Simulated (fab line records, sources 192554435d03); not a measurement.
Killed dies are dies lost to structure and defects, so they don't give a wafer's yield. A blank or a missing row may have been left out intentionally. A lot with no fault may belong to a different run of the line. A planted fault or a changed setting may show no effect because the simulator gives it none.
Matching of chambers / flow n5_finfet / N5_BEOL_M6_ETCH_66 on rie_diel-04 has 4 sister chambers
The step etches SOC in N2/H2, target depth 80 nm, overetch 16 nm, time 120 s. 8 wafers are shown with their chamber, then 12 later ones without.

WAFERS PAIRED WITH THEIR CHAMBERS
wafer=L085.6; chamber=2; showerhead_plenum_p_Torr (Torr)=2.52; drypump_motor_current_A (A)=5.3
wafer=L089.1; chamber=3; showerhead_plenum_p_Torr (Torr)=2.46; drypump_motor_current_A (A)=6.0
wafer=L093.1; chamber=1; showerhead_plenum_p_Torr (Torr)=2.61; drypump_motor_current_A (A)=5.4
wafer=L090.2; chamber=1; showerhead_plenum_p_Torr (Torr)=2.61; drypump_motor_current_A (A)=5.5
wafer=L090.5; chamber=2; showerhead_plenum_p_Torr (Torr)=2.51; drypump_motor_current_A (A)=5.3
wafer=L092.2; chamber=0; showerhead_plenum_p_Torr (Torr)=2.69; drypump_motor_current_A (A)=5.6
wafer=L092.4; chamber=0; showerhead_plenum_p_Torr (Torr)=2.69; drypump_motor_current_A (A)=5.6
wafer=L092.6; chamber=3; showerhead_plenum_p_Torr (Torr)=2.45; drypump_motor_current_A (A)=6.1

WAFERS WHOSE CHAMBER IS MISSING
wafer=L094.1; showerhead_plenum_p_Torr (Torr)=2.69; drypump_motor_current_A (A)=5.6
wafer=L094.2; showerhead_plenum_p_Torr (Torr)=2.45; drypump_motor_current_A (A)=6.1
wafer=L094.3; showerhead_plenum_p_Torr (Torr)=2.51; drypump_motor_current_A (A)=5.3
wafer=L095.3; showerhead_plenum_p_Torr (Torr)=2.45; drypump_motor_current_A (A)=6.0
wafer=L095.5; showerhead_plenum_p_Torr (Torr)=2.45; drypump_motor_current_A (A)=6.0
wafer=L095.6; showerhead_plenum_p_Torr (Torr)=2.51; drypump_motor_current_A (A)=5.3
wafer=L096.2; showerhead_plenum_p_Torr (Torr)=2.51; drypump_motor_current_A (A)=5.3
wafer=L096.3; showerhead_plenum_p_Torr (Torr)=2.61; drypump_motor_current_A (A)=5.4
wafer=L096.5; showerhead_plenum_p_Torr (Torr)=2.51; drypump_motor_current_A (A)=5.3
wafer=L097.2; showerhead_plenum_p_Torr (Torr)=2.50; drypump_motor_current_A (A)=5.3
wafer=L097.4; showerhead_plenum_p_Torr (Torr)=2.50; drypump_motor_current_A (A)=5.3
wafer=L097.5; showerhead_plenum_p_Torr (Torr)=2.61; drypump_motor_current_A (A)=5.4

EACH ONE'S CHAMBER
wafer=L094.1; from the rows above=0; in truth=0
wafer=L094.2; from the rows above=3; in truth=3
wafer=L094.3; from the rows above=2; in truth=2
wafer=L095.3; from the rows above=3; in truth=3
wafer=L095.5; from the rows above=3; in truth=3
wafer=L095.6; from the rows above=2; in truth=2
wafer=L096.2; from the rows above=2; in truth=2
wafer=L096.3; from the rows above=1; in truth=1
wafer=L096.5; from the rows above=2; in truth=2
wafer=L097.2; from the rows above=2; in truth=2
wafer=L097.4; from the rows above=2; in truth=2
wafer=L097.5; from the rows above=1; in truth=1
Correctly placed: 12 of 12. Not placeable from these rows: 0. Placed wrongly: 0.
How it was worked out, from the rows above alone: a wafer's distance from a chamber is the root of the sum, over the readings, of the square of ((its reading less the chamber's mean) divided by the reading's scatter). If the next closest chamber is less than 2 further off than the closest, the wafer can't be placed; otherwise it belongs to the closest. The mean given for a chamber averages the wafers shown for that chamber. The scatter: take each reading less its chamber's mean, square it, sum over the shown wafers, divide by the number of wafers less the number of chambers, and take the root.
